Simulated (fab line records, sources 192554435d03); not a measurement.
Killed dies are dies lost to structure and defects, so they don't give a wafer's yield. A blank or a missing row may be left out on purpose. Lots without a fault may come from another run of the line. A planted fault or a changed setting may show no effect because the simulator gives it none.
Split-lot experiment | flow n5_finfet | 7 lots, 21 wafers read, on a route of 1938 steps

THE SPLIT
At N5_BEOL_M6_TRENCH_ETCH_37 (etches SiCOH lowk in C4F6/O2, target depth 94.435 nm, time 31.5 s), the setting time_s was moved away from the recipe's 31.5 s on 9 of the 21 wafers read, by -19.7% to +17.4%. The other wafers ran this setting at the recipe's value.

FROM THE SPLIT TO THE READING: what the file shows between them, 11 steps
- N5_BEOL_M6_ETCH_41: etches SiCN in CH3F/O2, target depth 29.7 nm, time 52 s
- N5_BEOL_M6_STRIP_80: strips in N2/H2, time 10 s
- N5_BEOL_M6_OCD_MEAS_38
- N5_BEOL_M6_HM_STRIP_39: strips TiN in peroxide tin strip, target depth 25 nm, time 158 s
- N5_BEOL_M6_SRD_40: time 30 s
- N5_BEOL_M6_ECD_50: material Cu, target thk 300 nm
- N5_BEOL_M6_ANNEAL_51: time 90 s
- N5_BEOL_M6_CMP_52: polishes, stops on SiCOH lowk, t overpolish 6.9 s, target thk 80 nm
- N5_BEOL_M6_THK_MEAS_53: measures by xrf
- N5_BEOL_M6_PRE_CLEAN_55: time 15 s
- N5_BEOL_M6_DEP_56: deposits SiCN from 3MS/NH3, target thk 10 nm, time 17.5 s

THE READING
M6_RS, in ohm/sq, at N5_BEOL_M6_RS_MEAS_57 (measures by four-point-probe). Fault-free wafers of this fab line usually give 0.285 ohm/sq, standard deviation 0.0082 ohm/sq.

wafer  | tool, chamber at the split | time_s as run, s | against the recipe | M6_RS, ohm/sq | against lot-mates on the recipe
L083.2 | rie_diel-05, 1             | 31.5             | recipe             | 0.296         | -
L083.5 | rie_diel-05, 3             | 36.87            | +17.0%             | 0.216         | -0.076
L083.6 | rie_diel-05, 0             | 31.5             | recipe             | 0.288         | -
L084.2 | rie_diel-03, 3             | 36.97            | +17.4%             | 0.224         | -0.054
L084.4 | rie_diel-03, 1             | 31.5             | recipe             | 0.275         | -
L084.5 | rie_diel-03, 0             | 31.5             | recipe             | 0.282         | -
L086.1 | rie_diel-06, 0             | 31.5             | recipe             | 0.284         | -
L086.4 | rie_diel-06, 0             | 31.5             | recipe             | 0.280         | -
L086.6 | rie_diel-06, 2             | 31.5             | recipe             | 0.300         | -
L089.1 | rie_diel-06, 1             | 25.28            | -19.7%             | 0.384         | +0.095
L089.4 | rie_diel-06, 0             | 25.28            | -19.7%             | 0.386         | +0.097
L089.5 | rie_diel-06, 2             | 31.5             | recipe             | 0.289         | -
L091.1 | rie_diel-03, 0             | 31.5             | recipe             | 0.273         | -
L091.2 | rie_diel-03, 3             | 36.17            | +14.8%             | 0.226         | -0.047
L091.3 | rie_diel-03, 1             | 36.17            | +14.8%             | 0.227         | -0.046
L093.1 | rie_diel-06, 2             | 31.5             | recipe             | 0.294         | -
L093.4 | rie_diel-06, 0             | 31.5             | recipe             | 0.290         | -
L093.6 | rie_diel-06, 2             | 26.59            | -15.6%             | 0.373         | +0.081
L096.4 | rie_diel-03, 3,0           | 28.85            | -8.4%              | 0.318         | +0.039
L096.5 | rie_diel-03, 3             | 31.5             | recipe             | 0.279         | -
L096.6 | rie_diel-03, 3,0           | 28.85            | -8.4%              | 0.326         | +0.047
Where a row lists several chambers, the file gives one row for several wafers and doesn't say which wafer went through which chamber.

THE FIT
A straight line over all 21 wafers: M6_RS changes by -0.0045 ohm/sq for each +1% of time_s; r = -0.98; the points scatter about the line by 0.0089 ohm/sq.
The same after taking each lot's own level away (the mean of its wafers on the recipe; 21 wafers): -0.00426 ohm/sq for each +1%; r = -0.98; scatter 0.0085 ohm/sq.
On that fit, the largest move of time_s shifts the reading by 0.084 ohm/sq.
The lots' own levels span 0.2730 to 0.2920 ohm/sq, that is 2.3 times the standard deviation above.
So the lot-to-lot level changes the slope little: the two slopes agree.
Check: with one of the wafers moved furthest among these (-19.7%) left out of the fit, the line predicts +0.0873 ohm/sq for it against its lot-mates. It came out at +0.095 ohm/sq against them.

OTHER SPLITS ON THESE WAFERS
These wafers also went through other splits before the reading. Each is held against what the fit with the lots' levels taken away leaves over:
other split on the same wafers | wafers away from the commonest value | r with M6_RS (lot level and that fit taken away)
N5_BEOL_M5_COAT_05 spin_rpm    | 8                                    | +0.11

THE WHOLE CHAIN: every reading that the file lists as answering this split, in the file's order
step                      | what it does                                                        | reading                                                                      | change (the file's fit)               | r (the file's)
N5_BEOL_M6_TRENCH_ETCH_37 | etches SiCOH lowk in C4F6/O2, target depth 94.435 nm, time 31.5 s   | etch.depth_nm (the simulator's own value, which no gauge read)               | +0.987 nm for each +1% of the setting | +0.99
N5_BEOL_M6_TRENCH_ETCH_37 | etches SiCOH lowk in C4F6/O2, target depth 94.435 nm, time 31.5 s   | BEOL_M6.feature_depth_nm (the simulator's own value, which no gauge read)    | +0.986 nm for each +1% of the setting | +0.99
N5_BEOL_M6_OCD_MEAS_38    |                                                                     | trench_depth_nm                                                              | +0.976 nm for each +1% of the setting | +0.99
N5_BEOL_M6_CMP_52         | polishes, stops on SiCOH lowk, t overpolish 6.9 s, target thk 80 nm | Cu_of_BEOL_M6_ECD_50.thk_nm (the simulator's own value, which no gauge read) | +1.01 nm for each +1% of the setting  | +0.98
N5_BEOL_M6_THK_MEAS_53    | measures by xrf                                                     | M6_THK                                                                       | +1.01 for each +1% of the setting     | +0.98
N5_BEOL_M6_RS_MEAS_57     | measures by four-point-probe                                        | M6_RS                                                                        | -0.00424 for each +1% of the setting  | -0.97

THE FILE'S OWN FIT
M6_RS changes by -0.00424 ohm/sq for each +1% of time_s, r = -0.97.
